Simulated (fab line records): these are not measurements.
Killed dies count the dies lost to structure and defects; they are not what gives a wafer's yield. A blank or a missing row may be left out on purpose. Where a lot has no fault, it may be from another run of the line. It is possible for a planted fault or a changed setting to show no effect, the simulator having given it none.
Comparing a struck lot with a sound one || flow n5-finfet || 15 out of 1938 route steps
Sound: the wafers L557.2, L557.5, L557.6. Struck: wafer L567.2. (L567.4, L567.5 of the same lot were not struck and are left out.) The cause comes at the end.
Each step with rows lists, per side, the tool, then ch with its chambers, then its first start. Under that, the readings that differ: sound wafers || struck wafers || difference of the means || sigmas: that difference in standard deviations of wafers without a fault.
alike: readings whose means differ by less than 2 such deviations, and words and numbers that are the same on both sides. not compared: withheld readings, readings that some wafer has no value for, bounds like >300 that may hide the same value, and numbers for which the record gives no deviation and whose values overlap.
Wherever a step has rows on one side only, a row that says differs or no value, or a row with sigmas, the two part there. When numbers do not overlap yet have no deviation, they are printed without sigmas and do not part them. Lack of a reading on every wafer of one side parts them only where that side has two or more wafers.

N5_BEOL_M15_SPUTTER_45: material Cu, target thk 100 nm, time 16.67 s.
  sound on pvd-sputter-03 at day 13 19:02; struck on pvd-sputter-02 at day 16 20:56
  alike: substrate-temp-c, throttle-valve-pct
then, 1 step without rows for these wafers: N5_BEOL_M15_ECD_47 (material Cu, target thk 1860 nm).
N5_BEOL_M15_ANNEAL_48: time 90 s.
  sound on rtp-anneal-02 ch 0, day 13 19:26; struck on rtp-anneal-01 ch 0, day 16 21:29
  alike: wafer_temp_C_max
N5_BEOL_M15_CMP_49: polishes, stops on SiO2, t overpolish 4.9 s, target thk 850 nm.
  sound on cmp-04 ch 0,3, day 13 19:45; struck on cmp-03 ch 3, day 16 21:56
{"reading": "head-pressure-psi (psi)", "sound": "1.996 1.999 1.998", "struck": 2.008, "difference": "+0.010", "sigmas": "+2"}
  alike: barrier-field-endpoint-s, clearing-platen-rpm, motor-current-A, overpolish-run-s
N5_BEOL_M15_THK_MEAS_50: measures by xrf.
  sound on film-metro-02 at day 13 20:02; struck on film-metro-02 at day 16 22:12
  alike: M15_THK
then, 1 step without rows for these wafers: N5_BEOL_M15_PRE_CLEAN_52 (time 15 s).
N5_BEOL_M15_DEP_53: deposits SiCN from 3MS/NH3, target thk 50 nm, time 17.8 s.
  sound on pecvd-03 ch 0,2, day 13 20:06; struck on pecvd-01 ch 1, day 16 22:16
  alike: showerhead-plenum-p-Torr, throttle-valve-pct
N5_BEOL_M15_RS_MEAS_54: measures by four-point-probe.
  sound on film-metro-02 at day 13 20:10; struck on film-metro-02 at day 16 22:19
  alike: M15_RS
N5_BEOL_M15_INSPECT_55: inspects for defects (darkfield).
  sound on defect-inspect-02 at day 13 20:12; struck on defect-inspect-02 at day 16 22:21
  alike: raw-defect-count
N5_BEOL_M15_RC_MEAS_101:
  sound on prober-02 ch 0, day 13 20:23; struck on prober-02 ch 0, day 16 22:55
  alike: COMB_M10, COMB_M11, COMB_M11_max_site, COMB_M12, COMB_M13, COMB_M14, COMB_M15, COMB_M15_max_site, COMB_M5, COMB_M6, COMB_M7, COMB_M8, COMB_M9, COMB_M9_max_site, SERP_M10, SERP_M11, SERP_M12, SERP_M13, SERP_M14, SERP_M5, SERP_M6, SERP_M7, SERP_M8, SERP_M9
then, 2 steps without rows for these wafers: N5_PASSIVATION_PECVD_00 (deposits SiO2 from SiH4/N2O, target thk 200 nm, time 11.2 s); N5_MIM_BOT_DEGAS_01 (time 60 s).
N5_MIM_BOT_SPUTTER_00: material TiN, target thk 35 nm, time 89.7 s.
  sound on pvd-sputter-01 at day 13 23:22; struck on pvd-sputter-02 at day 17 00:11
{"reading": "model.TiN_of_MIM_BOT_SPUTTER_00.thk-nm (nm)", "sound": "35 35 35.2", "struck": 38.4, "difference": "+3.3", "sigmas": ""}
  alike: substrate-temp-c, throttle-valve-pct
N5_MIM_TOP_ALD_00: deposits Al2O3, purge time 3 s, co reactant pulse time 3 s.
  sound on ald-hk-03 ch 0,2,3, day 13 23:28; struck on ald-hk-02 ch 2, day 17 00:17
  alike: precursor-pulse-height-rel
N5_PASSIVATION_PROBE_49:
  only the struck wafers here have rows in the record (prober-01, day 17 15:00); the sound ones have none

== WHERE THEY PART ==
First at N5_BEOL_M15_CMP_49; last, within this record, at N5_PASSIVATION_PROBE_49.

WHY: whatever the simulator had introduced
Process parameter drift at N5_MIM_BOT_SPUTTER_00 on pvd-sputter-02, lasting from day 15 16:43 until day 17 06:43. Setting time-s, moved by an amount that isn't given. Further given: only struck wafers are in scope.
